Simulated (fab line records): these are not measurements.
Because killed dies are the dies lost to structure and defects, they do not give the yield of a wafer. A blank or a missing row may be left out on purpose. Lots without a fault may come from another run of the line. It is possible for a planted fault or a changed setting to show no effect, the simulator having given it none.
Comparing a struck lot with a sound one + flow n5 finfet + 43 steps out of a route of 1938
Sound: wafers L864.1, L864.5, L864.6. Struck: wafers L855.1, L855.3, L855.6. The cause is given at the end.
For every step that has rows: the tool of each side, followed by ch and its chambers, followed by its first start. Under that, the readings that differ: sound wafers + struck wafers + difference of the means + sigmas: that difference in standard deviations of wafers without a fault.
alike: readings whose means differ by less than 2 such deviations, and words and numbers that are the same on both sides. not compared: withheld readings, readings that some wafer has no value for, bounds like >300 that may hide the same value, and numbers for which the record gives no deviation and whose values overlap.
A row with sigmas, a row that says differs or no value, or rows on one side alone: a step with any of these is where the two part. Non-overlapping numbers with no deviation appear without sigmas and do not part them. A reading missing from all wafers of one side parts the sides only when that side holds two or more wafers.

first, 11 steps without rows for these wafers: N5_BEOL_M4_DESCUM_33 (chemistry O2, time 7 s); N5_BEOL_M4_ETCH_77 (etches underlayer in N2/H2, target depth 6.5 nm, time 5.2 s); N5_BEOL_M4_ETCH_69 (etches SiARC in CF4, target depth 15.6 nm, time 26 s); N5_BEOL_M4_ALD_98 (deposits SiO2, target thk 2.5 nm, pulse time 1 s, co reactant pulse time 1 s); N5_BEOL_M4_ETCHBACK_99 (etches SiO2 in CHF3, target depth 5 nm, time 10.4 s); N5_BEOL_M4_ETCH_70 (etches SOC in N2/H2, target depth 80 nm, overetch 24 nm, time 130 s); N5_BEOL_M4_STRIP_71 (strips in N2/H2); N5_BEOL_M4_STRIP_78 (strips in N2/H2); N5_BEOL_M4_VIA_ETCH_34 (etches the open film in C4F6/O2, target depth 69.4 nm, time 65.9 s); N5_BEOL_M4_STRIP_83 (strips in C4F6/O2); N5_BEOL_M4_STRIP_36 (strips in N2/H2).
N5_BEOL_M4_TRENCH_ETCH_37: etches SiOC in C4F6/O2, target depth 55.555 nm, time 29.2 s.
  sound on rie diel-06 ch 2,3, day 11 13:54; struck on rie diel-03 ch 1,2,3, day 9 01:51
  no value came back on the struck wafers for any of 8 readings (C4F6_flow_sccm (sccm), O2_flow_sccm (sccm) and others); on the sound wafers C4F6_flow_sccm (sccm) reads 9.94 10.00 9.99
| reading                                    | sound          | struck       | difference | sigmas |
|--------------------------------------------|----------------|--------------|------------|--------|
| model.TiN_of_BEOL_M4_HM_DEP_02.thk nm (nm) | 17.4 17.6 17.4 | 19.6 20 19.8 | +2.3       |        |
  not compared: rf hours counter h
then, 2 steps without rows for these wafers: N5_BEOL_M4_ETCH_41 (etches SiCN in CH3F/O2, target depth 29.9 nm, time 52.5 s); N5_BEOL_M4_STRIP_97 (strips in N2/H2, time 10 s).
N5_BEOL_M4_OCD_MEAS_38:
  sound on ocd-02, day 11 14:03; struck on ocd-01, day 9 02:00
| reading              | sound          | struck  | difference | sigmas |
|----------------------|----------------|---------|------------|--------|
| trench depth nm (nm) | 56.5 55.0 56.1 | 0 0 0.0 | -56        | -62    |
then, 25 steps without rows for these wafers: N5_BEOL_M4_HM_STRIP_39 (strips TiN in peroxide tin strip, target depth 25 nm, time 158 s); N5_BEOL_M4_SRD_40 (time 30 s); N5_BEOL_M4_PRECLEAN_42 (cleans in residue remover, time 60 s); N5_BEOL_M4_SRD_43 (time 30 s); N5_BEOL_M4_DEGAS_44 (time 60 s); N5_BEOL_M4_PRE_CLEAN_45 (time 30 s); N5_BEOL_M4_ALD_84 (deposits TaN, pulse time 2 s, purge time 3 s, co reactant purge time 2 s); N5_BEOL_M4_SURFACE_TREAT_85; N5_BEOL_M4_CVD_47 (deposits Co from CCTBA/H2, target thk 3 nm, time 223.8 s); N5_BEOL_M4_SPUTTER_48 (material Cu, target thk 4.5 nm, time 8.29 s); N5_BEOL_M4_ANNEAL_49 (time 240 s); N5_BEOL_M4_SPUTTER_79 (material Cu, target thk 4.5 nm, time 8.29 s); N5_BEOL_M4_ANNEAL_80 (time 240 s); N5_BEOL_M4_SPUTTER_81 (material Cu, target thk 4.5 nm, time 8.29 s); N5_BEOL_M4_ANNEAL_82 (time 240 s); N5_BEOL_M4_SPUTTER_86 (material Cu, target thk 4.5 nm, time 8.29 s); N5_BEOL_M4_ANNEAL_87 (time 240 s); N5_BEOL_M4_SPUTTER_88 (material Cu, target thk 4.5 nm, time 8.29 s); N5_BEOL_M4_ANNEAL_89 (time 240 s); N5_BEOL_M4_SPUTTER_90 (material Cu, target thk 4.5 nm, time 8.29 s); N5_BEOL_M4_ANNEAL_91 (time 240 s); N5_BEOL_M4_SPUTTER_92 (material Cu, target thk 4.5 nm, time 8.29 s); N5_BEOL_M4_ANNEAL_93 (time 240 s); N5_BEOL_M4_SPUTTER_94 (material Cu, target thk 4.5 nm, time 8.29 s); N5_BEOL_M4_ANNEAL_95 (time 240 s).
N5_BEOL_M4_CMP_52: polishes, stops on SiOC, t overpolish 6.8 s, target thk 40 nm.
  sound on cmp-03 ch 0,1,2, day 11 18:03; struck on cmp-01 ch 1,3, day 9 05:27
| reading                                | sound          | struck    | difference | sigmas |
|----------------------------------------|----------------|-----------|------------|--------|
| model.Cu_of_BEOL_M4_ECD_50.thk nm (nm) | 43.8 40.6 40.2 | 1.2 0 0.6 | -40.9      |        |
  alike: motor current A, slurry filter dp kPa
N5_BEOL_M4_RC_MEAS_101:
  the record has rows for the sound wafers here (prober-02 ch 0, day 11 18:33) and none for the struck ones
-- the record jumps here: 4 days lie between the struck wafers' starts before and after (it left off in module BEOL_M4 and takes up again in module PASSIVATION, whose first step shown is number 1936 of the route) --
N5_PASSIVATION_PROBE_49:
  rows exist in the record for the struck wafers here (prober-02, day 13 15:32), but not for the sound ones

## WHERE THEY PART
First at N5_BEOL_M4_TRENCH_ETCH_37; last, within this record, at N5_PASSIVATION_PROBE_49.

WHY: the cause the simulator had injected
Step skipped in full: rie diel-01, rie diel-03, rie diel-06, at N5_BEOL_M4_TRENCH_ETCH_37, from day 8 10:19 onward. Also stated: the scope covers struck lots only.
